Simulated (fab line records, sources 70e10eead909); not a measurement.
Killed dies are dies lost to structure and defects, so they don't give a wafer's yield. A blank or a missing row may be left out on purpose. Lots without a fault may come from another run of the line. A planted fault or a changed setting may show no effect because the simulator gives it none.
Chamber matching | flow nand_harc | NHARC_P_M0_CMP_23 on cmp-04: 4 sister chambers
The step polishes, t overpolish 20 s, target thk 117.54 nm. 8 wafers are shown with their chamber, then 7 later ones without.

WAFERS WITH THEIR CHAMBER
wafer  | chamber | time_to_endpoint_s (s) | motor_current_A (A)
L081.2 | 3       | 27                     | 11.8
L089.2 | 3       | 27                     | 11.1
L089.5 | 0       | 32                     | 11.6
L090.1 | 1       | 24                     | 10.1
L090.2 | 2       | 30                     | 12.0
L090.3 | 0       | 32                     | 11.6
L095.1 | 2       | 33                     | 11.6
L095.4 | 1       | 23                     | 10.2

WAFERS WITHOUT THEIR CHAMBER
wafer  | time_to_endpoint_s (s) | motor_current_A (A)
L095.5 | 23                     | 10.1
L096.4 | 22                     | 9.5
L096.5 | 20                     | 10.3
L096.6 | 30                     | 11.7
L097.1 | 30                     | 11.0
L097.3 | 25                     | 10.2
L097.4 | 30                     | 12.0

WHICH CHAMBER EACH WENT THROUGH
wafer  | from the rows above          | in truth
L095.5 | 1                            | 1
L096.4 | 1                            | 1
L096.5 | 1                            | 1
L096.6 | can't be placed: 2 or 0 or 3 | 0
L097.1 | can't be placed: 0 or 2 or 3 | 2
L097.3 | 1                            | 1
L097.4 | can't be placed: 2 or 0 or 3 | 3
Placed correctly: 4 of 7. Can't be placed from these rows: 3 (the true chamber is among the candidates in 3). Placed wrongly: 0.
How it was worked out, from the rows above alone: a wafer's distance from a chamber is the root of the sum, over the readings, of the square of ((its reading less the chamber's mean) divided by the reading's scatter). The wafer belongs to the nearest chamber; if the next one is less than 2 further off, it can't be placed. A chamber's mean is the mean of its shown wafers. The scatter: the root of (the sum of the squares of (reading less its chamber's mean) over the shown wafers, divided by (wafers less chambers)).
